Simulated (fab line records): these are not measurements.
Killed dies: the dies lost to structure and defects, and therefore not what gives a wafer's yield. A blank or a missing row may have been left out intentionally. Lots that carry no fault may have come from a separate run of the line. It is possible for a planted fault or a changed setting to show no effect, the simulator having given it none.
Chamber matching + flow nandHarc + NHARC_A_CHANNEL_FILL_D2_ALD_14 on aldHk-03 has 4 sister chambers
The step deposits SiO2, target thk 2.5 nm, pulse time 10 s, ald cycles 25. 14 wafers are shown with their chamber, then 6 later ones without.

WAFERS WITH THEIR CHAMBER
| wafer  | chamber | precursorPulseHeightRel | heaterPowerW (W) |
|--------|---------|-------------------------|------------------|
| L580.3 | 3       | 1.028                   | 496              |
| L580.4 | 0       | 0.986                   | 527              |
| L580.5 | 1       | 1.005                   | 483              |
| L588.1 | 1       | 1.006                   | 477              |
| L588.3 | 0       | 1.006                   | 528              |
| L588.4 | 2       | 1.009                   | 496              |
| L591.3 | 2       | 1.007                   | 487              |
| L591.6 | 2       | 1.007                   | 482              |
| L598.1 | 0       | 0.998                   | 496              |
| L598.2 | 2       | 0.979                   | 485              |
| L598.6 | 2       | 1.020                   | 485              |
| L599.1 | 1       | 1.009                   | 447              |
| L599.5 | 3       | 1.030                   | 505              |
| L599.6 | 0       | 0.996                   | 506              |

SIGNATURES, as means of the wafers listed above
| reading                 | chamber 0 | chamber 1 | chamber 2 | chamber 3 | scatter within a chamber |
|-------------------------|-----------|-----------|-----------|-----------|--------------------------|
| precursorPulseHeightRel | 0.99650   | 1.00667   | 1.00440   | 1.02900   | 0.0107                   |
| heaterPowerW            | 514.25    | 469.00    | 487.00    | 500.50    | 12.9                     |
Rule: distance of a wafer from a chamber = root of the sum over the readings of ((wafer's reading minus chamber's mean) / reading's scatter) squared. If the next closest chamber is less than 2 further off than the closest, the wafer can't be placed; otherwise it belongs to the closest. The scatter: take each reading less its chamber's mean, square it, sum over the shown wafers, divide by the number of wafers less the number of chambers, and take the root.

WAFERS WITH NO CHAMBER GIVEN
| wafer  | precursorPulseHeightRel | heaterPowerW (W) |
|--------|-------------------------|------------------|
| L600.1 | 0.978                   | 453              |
| L600.4 | 1.023                   | 501              |
| L600.6 | 1.020                   | 483              |
| L603.1 | 0.972                   | 512              |
| L603.4 | 1.017                   | 502              |
| L603.6 | 0.992                   | 497              |

WHICH CHAMBER EACH ONE RAN IN
| wafer  | from the rows above               | in truth |
|--------|-----------------------------------|----------|
| L600.1 | can't be placed: 1 or 2           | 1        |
| L600.4 | can't be placed: 3 or 2           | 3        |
| L600.6 | can't be placed: 2 or 3 or 1 or 0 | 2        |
| L603.1 | can't be placed: 0 or 2           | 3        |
| L603.4 | can't be placed: 3 or 2 or 0 or 1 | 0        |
| L603.6 | can't be placed: 2 or 0 or 1      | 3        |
0 of 6 placed correctly. Unplaceable from these rows: 6, with the true chamber sitting among the candidates in 4. Placed wrongly: 0.
